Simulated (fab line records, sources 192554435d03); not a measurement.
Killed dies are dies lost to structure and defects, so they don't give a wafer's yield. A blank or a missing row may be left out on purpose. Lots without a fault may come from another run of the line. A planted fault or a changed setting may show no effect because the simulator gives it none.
Chamber matching | flow n5_finfet | N5_BEOL_M10_ETCH_61 on rie_diel-01: 4 sister chambers
The step etches SiARC in CF4, target depth 39 nm, time 65 s. 8 wafers are shown with their chamber, then 7 later ones without.

WAFERS WITH THEIR CHAMBER
wafer  | chamber | throttle_valve_pct (%) | showerhead_plenum_p_Torr (Torr)
L074.3 | 0       | 15.65                  | 2.16
L088.2 | 0       | 15.70                  | 2.14
L088.3 | 1       | 15.61                  | 2.17
L086.1 | 1       | 15.62                  | 2.17
L086.3 | 2       | 15.81                  | 2.14
L086.5 | 3       | 15.92                  | 2.11
L090.3 | 2       | 15.81                  | 2.14
L090.4 | 3       | 15.96                  | 2.11

WAFERS WITHOUT THEIR CHAMBER
wafer  | throttle_valve_pct (%) | showerhead_plenum_p_Torr (Torr)
L090.6 | 15.60                  | 2.17
L093.2 | 15.95                  | 2.11
L093.3 | 15.63                  | 2.16
L093.4 | 15.72                  | 2.14
L094.3 | 15.63                  | 2.16
L094.5 | 15.85                  | 2.13
L094.6 | 15.73                  | 2.14

WHICH CHAMBER EACH WENT THROUGH
wafer  | from the rows above     | in truth
L090.6 | 1                       | 1
L093.2 | 3                       | 3
L093.3 | can't be placed: 1 or 0 | 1
L093.4 | can't be placed: 0 or 2 | 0
L094.3 | can't be placed: 1 or 0 | 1
L094.5 | 2                       | 2
L094.6 | can't be placed: 0 or 2 | 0
Placed correctly: 3 of 7. Can't be placed from these rows: 4 (the true chamber is among the candidates in 4). Placed wrongly: 0.
How it was worked out, from the rows above alone: a wafer's distance from a chamber is the root of the sum, over the readings, of the square of ((its reading less the chamber's mean) divided by the reading's scatter). The wafer belongs to the nearest chamber; if the next one is less than 2 further off, it can't be placed. A chamber's mean is the mean of its shown wafers. The scatter: the root of (the sum of the squares of (reading less its chamber's mean) over the shown wafers, divided by (wafers less chambers)).
